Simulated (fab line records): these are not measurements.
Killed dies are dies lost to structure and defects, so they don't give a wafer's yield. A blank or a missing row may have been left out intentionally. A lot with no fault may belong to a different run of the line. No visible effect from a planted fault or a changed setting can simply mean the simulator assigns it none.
Chamber matching ; flow n5Finfet ; rieDiel-04 running N5_BEOL_M8_ETCH_62: 4 sister chambers
The step etches SOC in N2/H2, target depth 110 nm, overetch 22 nm, time 165 s. 8 wafers are shown with their chamber, then 8 later ones without.

## EACH WAFER AND ITS CHAMBER
wafer;chamber;throttleValvePct (%);showerheadPlenumPTorr (Torr)
L082.4;1;17.75;2.58
L083.1;2;18.23;2.40
L083.2;3;17.42;2.47
L083.4;1;17.76;2.58
L095.2;0;17.47;2.47
L095.5;2;18.30;2.39
L095.6;3;17.46;2.46
L087.1;0;17.49;2.46

## WAFERS MISSING THEIR CHAMBER
wafer;throttleValvePct (%);showerheadPlenumPTorr (Torr)
L087.2;17.83;2.56
L087.3;17.47;2.46
L093.2;17.81;2.57
L093.3;17.47;2.46
L093.6;17.49;2.46
L097.1;17.48;2.45
L097.3;17.48;2.46
L097.6;17.49;2.46

## WHICH CHAMBER EACH ONE RAN IN
wafer;from the rows above;in truth
L087.2;1;1
L087.3;can't be placed: 0 or 3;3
L093.2;1;1
L093.3;can't be placed: 0 or 3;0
L093.6;can't be placed: 0 or 3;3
L097.1;can't be placed: 0 or 3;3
L097.3;can't be placed: 0 or 3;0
L097.6;can't be placed: 0 or 3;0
Placed correctly: 2 of 8. Unplaceable from these rows: 6, with the true chamber sitting among the candidates in 6. Number placed wrongly: 0.
How it was worked out, from the rows above alone: a wafer's distance from a chamber is the root of the sum, over the readings, of the square of ((its reading less the chamber's mean) divided by the reading's scatter). If the next closest chamber is less than 2 further off than the closest, the wafer can't be placed; otherwise it belongs to the closest. For every chamber, the mean is computed from those of its wafers that are shown. The scatter: take each reading less its chamber's mean, square it, sum over the shown wafers, divide by the number of wafers less the number of chambers, and take the root.
